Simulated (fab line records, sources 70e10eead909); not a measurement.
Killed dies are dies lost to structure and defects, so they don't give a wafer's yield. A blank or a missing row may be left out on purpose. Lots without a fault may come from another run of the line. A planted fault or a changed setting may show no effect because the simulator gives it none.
Chamber matching | flow nand_harc | NHARC_P_BONDPAD_STRIP_15 on rie_diel-02: 4 sister chambers
The step strips in O2. 8 wafers are shown with their chamber, then 7 later ones without.

WAFERS WITH THEIR CHAMBER
wafer  | chamber | showerhead_plenum_p_Torr (Torr) | oes_product_au (a.u.)
L074.6 | 2       | 3.69                            | 0.999
L076.1 | 1       | 3.56                            | 1.003
L078.2 | 1       | 3.56                            | 1.009
L086.1 | 0       | 3.70                            | 1.001
L086.3 | 3       | 3.58                            | 1.010
L086.5 | 3       | 3.58                            | 1.020
L089.1 | 2       | 3.68                            | 1.006
L089.4 | 0       | 3.70                            | 1.000

WAFERS WITHOUT THEIR CHAMBER
wafer  | showerhead_plenum_p_Torr (Torr) | oes_product_au (a.u.)
L089.5 | 3.70                            | 0.997
L091.1 | 3.70                            | 1.006
L091.2 | 3.55                            | 1.000
L091.3 | 3.57                            | 1.009
L091.4 | 3.68                            | 1.004
L091.5 | 3.68                            | 1.003
L091.6 | 3.57                            | 1.004

WHICH CHAMBER EACH WENT THROUGH
wafer  | from the rows above     | in truth
L089.5 | 0                       | 0
L091.1 | 0                       | 0
L091.2 | 1                       | 1
L091.3 | can't be placed: 1 or 3 | 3
L091.4 | 2                       | 2
L091.5 | 2                       | 2
L091.6 | can't be placed: 1 or 3 | 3
Placed correctly: 5 of 7. Can't be placed from these rows: 2 (the true chamber is among the candidates in 2). Placed wrongly: 0.
How it was worked out, from the rows above alone: a wafer's distance from a chamber is the root of the sum, over the readings, of the square of ((its reading less the chamber's mean) divided by the reading's scatter). The wafer belongs to the nearest chamber; if the next one is less than 2 further off, it can't be placed. A chamber's mean is the mean of its shown wafers. The scatter: the root of (the sum of the squares of (reading less its chamber's mean) over the shown wafers, divided by (wafers less chambers)).
